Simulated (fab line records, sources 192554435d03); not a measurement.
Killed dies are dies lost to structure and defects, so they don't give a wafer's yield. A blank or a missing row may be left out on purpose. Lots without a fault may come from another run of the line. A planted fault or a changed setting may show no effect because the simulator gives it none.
Split-lot experiment | flow n5_finfet | 7 lots, 21 wafers read, on a route of 1938 steps

THE SPLIT
At N5_BEOL_M4_PECVD_72 (deposits SiO2 from TEOS/O2, target thk 16 nm, time 18 s), the setting temp_c was moved away from the recipe's 400 C on 6 of the 21 wafers read, by -1.6% to +4.5%. The other wafers ran this setting at the recipe's value.

FROM THE SPLIT TO THE READING: what the file shows between them, 3 steps
- N5_BEOL_M4_HM_DEP_02: deposits TiN, target thk 20 nm
- N5_BEOL_M4_COAT_61: time 60 s, resist thk 60 nm
- N5_BEOL_M4_STRIP_97: strips in N2/H2, time 10 s

THE READING
SiO2_of_BEOL_M4_PECVD_72.thk_nm (the simulator's own value, which no gauge read), in nm, at N5_BEOL_M4_HM_STRIP_39 (strips TiN in peroxide tin strip, target depth 25 nm, time 158 s). The file gives no usual value for it. The 15 wafers here that ran the recipe average 15.9 nm, standard deviation 0.32 nm.

wafer  | tool, chamber at the split | temp_c as run, C | against the recipe | SiO2_of_BEOL_M4_PECVD_72.thk_nm, nm | against lot-mates on the recipe
L077.2 | pecvd-01, 2                | 400              | recipe             | 15.6                                | -
L077.3 | pecvd-01, 1                | 411.1            | +2.8%              | 14.8                                | -0.8
L077.4 | pecvd-01, 0                | 411.1            | +2.8%              | 14.6                                | -1.0
L079.2 | pecvd-03, 0                | 417.9            | +4.5%              | 13.4                                | -2.4
L079.5 | pecvd-03, 0                | 400              | recipe             | 15.6                                | -
L079.6 | pecvd-03, 2                | 400              | recipe             | 16                                  | -
L078.1 | pecvd-03, 2                | 400              | recipe             | 15.4                                | -
L078.2 | pecvd-03, 0                | 400              | recipe             | 15.2                                | -
L078.6 | pecvd-03, 2                | 400              | recipe             | 16                                  | -
L080.3 | pecvd-03, 1                | 400              | recipe             | 16.2                                | -
L080.4 | pecvd-03, 1                | 416.8            | +4.2%              | 14.4                                | -1.7
L080.5 | pecvd-03, 0                | 400              | recipe             | 16                                  | -
L083.2 | pecvd-03, 1                | 400              | recipe             | 16                                  | -
L083.5 | pecvd-03, 1                | 400              | recipe             | 16                                  | -
L083.3 | pecvd-03, 2                | 400              | recipe             | 15.6                                | -
L084.1 | pecvd-03, 1                | 393.6            | -1.6%              | 16.8                                | +0.4
L084.2 | pecvd-03, 0                | 393.6            | -1.6%              | 16.4                                | +0.0
L084.4 | pecvd-03, 1                | 400              | recipe             | 16.4                                | -
L085.2 | pecvd-03, 1,2              | 400              | recipe             | 16                                  | -
L085.5 | pecvd-03, 1                | 400              | recipe             | 16.2                                | -
L085.6 | pecvd-03, 1,2              | 400              | recipe             | 15.8                                | -
Where a row lists several chambers, the file gives one row for several wafers and doesn't say which wafer went through which chamber.

THE FIT
A straight line over all 21 wafers: SiO2_of_BEOL_M4_PECVD_72.thk_nm changes by -0.448 nm for each +1% of temp_c; r = -0.92; the points scatter about the line by 0.32 nm.
The same after taking each lot's own level away (the mean of its wafers on the recipe; 21 wafers): -0.394 nm for each +1%; r = -0.92; scatter 0.28 nm.
On that fit, the largest move of temp_c shifts the reading by 1.8 nm.
The lots' own levels span 15.53 to 16.40 nm, that is 2.7 times the standard deviation above.
So the lot-to-lot level changes the slope: the two fits differ.
Check: with one of the wafers moved furthest among these (+4.5%) left out of the fit, the line predicts -1.51 nm for it against its lot-mates. It came out at -2.4 nm against them.

THE WHOLE CHAIN: every reading that the file lists as answering this split, in the file's order
step                   | what it does                                                     | reading                                                                          | change (the file's fit)               | r (the file's)
N5_BEOL_M4_PECVD_72    | deposits SiO2 from TEOS/O2, target thk 16 nm, time 18 s          | SiO2_of_BEOL_M4_PECVD_72.thk_nm (the simulator's own value, which no gauge read) | -0.438 nm for each +1% of the setting | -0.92
N5_BEOL_M4_HM_STRIP_39 | strips TiN in peroxide tin strip, target depth 25 nm, time 158 s | SiO2_of_BEOL_M4_PECVD_72.thk_nm (the simulator's own value, which no gauge read) | -0.432 nm for each +1% of the setting | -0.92

THE FILE'S OWN FIT
SiO2_of_BEOL_M4_PECVD_72.thk_nm changes by -0.432 nm for each +1% of temp_c, r = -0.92.
